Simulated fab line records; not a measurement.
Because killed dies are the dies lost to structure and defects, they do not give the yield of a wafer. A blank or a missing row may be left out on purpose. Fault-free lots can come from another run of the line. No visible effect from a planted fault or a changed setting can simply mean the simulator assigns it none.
Matching of chambers :: flow n5-finfet :: N5_BEOL_M7_ETCH_72 on rie-diel-04: 4 sister chambers
The step etches underlayer in N2/H2, target depth 6.5 nm, time 5.2 s. 14 wafers are shown with their chamber, then 7 later ones without.

== WAFERS, EACH WITH ITS CHAMBER ==
wafer: L075.1
chamber: 0
showerhead-plenum-p-Torr (Torr): 2.53
drypump-motor-current-A (A): 6.3
throttle-valve-pct (%): 17.76

wafer: L075.2
chamber: 2
showerhead-plenum-p-Torr (Torr): 2.64
drypump-motor-current-A (A): 4.8
throttle-valve-pct (%): 17.68

wafer: L075.5
chamber: 1
showerhead-plenum-p-Torr (Torr): 2.47
drypump-motor-current-A (A): 5.4
throttle-valve-pct (%): 18.20

wafer: L076.2
chamber: 1
showerhead-plenum-p-Torr (Torr): 2.47
drypump-motor-current-A (A): 5.4
throttle-valve-pct (%): 18.20

wafer: L076.4
chamber: 2
showerhead-plenum-p-Torr (Torr): 2.64
drypump-motor-current-A (A): 4.7
throttle-valve-pct (%): 17.71

wafer: L076.5
chamber: 1
showerhead-plenum-p-Torr (Torr): 2.47
drypump-motor-current-A (A): 5.4
throttle-valve-pct (%): 18.21

wafer: L081.1
chamber: 3
showerhead-plenum-p-Torr (Torr): 2.42
drypump-motor-current-A (A): 6.0
throttle-valve-pct (%): 17.86

wafer: L081.2
chamber: 1
showerhead-plenum-p-Torr (Torr): 2.47
drypump-motor-current-A (A): 5.3
throttle-valve-pct (%): 18.26

wafer: L081.3
chamber: 0
showerhead-plenum-p-Torr (Torr): 2.53
drypump-motor-current-A (A): 6.3
throttle-valve-pct (%): 17.76

wafer: L084.1
chamber: 3
showerhead-plenum-p-Torr (Torr): 2.42
drypump-motor-current-A (A): 6.0
throttle-valve-pct (%): 17.89

wafer: L084.3
chamber: 1
showerhead-plenum-p-Torr (Torr): 2.47
drypump-motor-current-A (A): 5.4
throttle-valve-pct (%): 18.25

wafer: L084.6
chamber: 3
showerhead-plenum-p-Torr (Torr): 2.43
drypump-motor-current-A (A): 6.0
throttle-valve-pct (%): 17.85

wafer: L082.1
chamber: 3
showerhead-plenum-p-Torr (Torr): 2.43
drypump-motor-current-A (A): 6.0
throttle-valve-pct (%): 17.86

wafer: L082.3
chamber: 0
showerhead-plenum-p-Torr (Torr): 2.52
drypump-motor-current-A (A): 6.3
throttle-valve-pct (%): 17.76

SIGNATURES (averages over the wafers above)
reading: showerhead-plenum-p-Torr
chamber 0: 2.5267
chamber 1: 2.4700
chamber 2: 2.6400
chamber 3: 2.4250
scatter within a chamber: 0.00408

reading: drypump-motor-current-A
chamber 0: 6.300
chamber 1: 5.380
chamber 2: 4.750
chamber 3: 6.000
scatter within a chamber: 0.0361

reading: throttle-valve-pct
chamber 0: 17.7600
chamber 1: 18.2240
chamber 2: 17.6950
chamber 3: 17.8650
scatter within a chamber: 0.0216
Rule: a wafer's distance from a chamber is the root of the sum, over the readings, of the square of ((its reading less the chamber's mean) divided by the reading's scatter). If the next closest chamber is less than 2 further off than the closest, the wafer can't be placed; otherwise it belongs to the closest. The scatter: the root of (the sum of the squares of (reading less its chamber's mean) over the shown wafers, divided by (wafers less chambers)).

== WAFERS WITHOUT THEIR CHAMBER ==
wafer: L082.5
showerhead-plenum-p-Torr (Torr): 2.63
drypump-motor-current-A (A): 4.8
throttle-valve-pct (%): 17.72

wafer: L083.2
showerhead-plenum-p-Torr (Torr): 2.52
drypump-motor-current-A (A): 6.3
throttle-valve-pct (%): 17.76

wafer: L083.5
showerhead-plenum-p-Torr (Torr): 2.52
drypump-motor-current-A (A): 6.2
throttle-valve-pct (%): 17.78

wafer: L083.6
showerhead-plenum-p-Torr (Torr): 2.46
drypump-motor-current-A (A): 5.3
throttle-valve-pct (%): 18.25

wafer: L091.3
showerhead-plenum-p-Torr (Torr): 2.52
drypump-motor-current-A (A): 6.3
throttle-valve-pct (%): 17.81

wafer: L091.4
showerhead-plenum-p-Torr (Torr): 2.52
drypump-motor-current-A (A): 6.2
throttle-valve-pct (%): 17.78

wafer: L091.6
showerhead-plenum-p-Torr (Torr): 2.42
drypump-motor-current-A (A): 6.0
throttle-valve-pct (%): 17.89

== WHICH CHAMBER EACH WENT THROUGH ==
wafer: L082.5
from the rows above: 2
in truth: 2

wafer: L083.2
from the rows above: 0
in truth: 0

wafer: L083.5
from the rows above: 0
in truth: 0

wafer: L083.6
from the rows above: 1
in truth: 1

wafer: L091.3
from the rows above: 0
in truth: 0

wafer: L091.4
from the rows above: 0
in truth: 0

wafer: L091.6
from the rows above: 3
in truth: 3
Correctly placed: 7 of 7. Can't be placed from these rows: 0. Wrongly placed: 0.
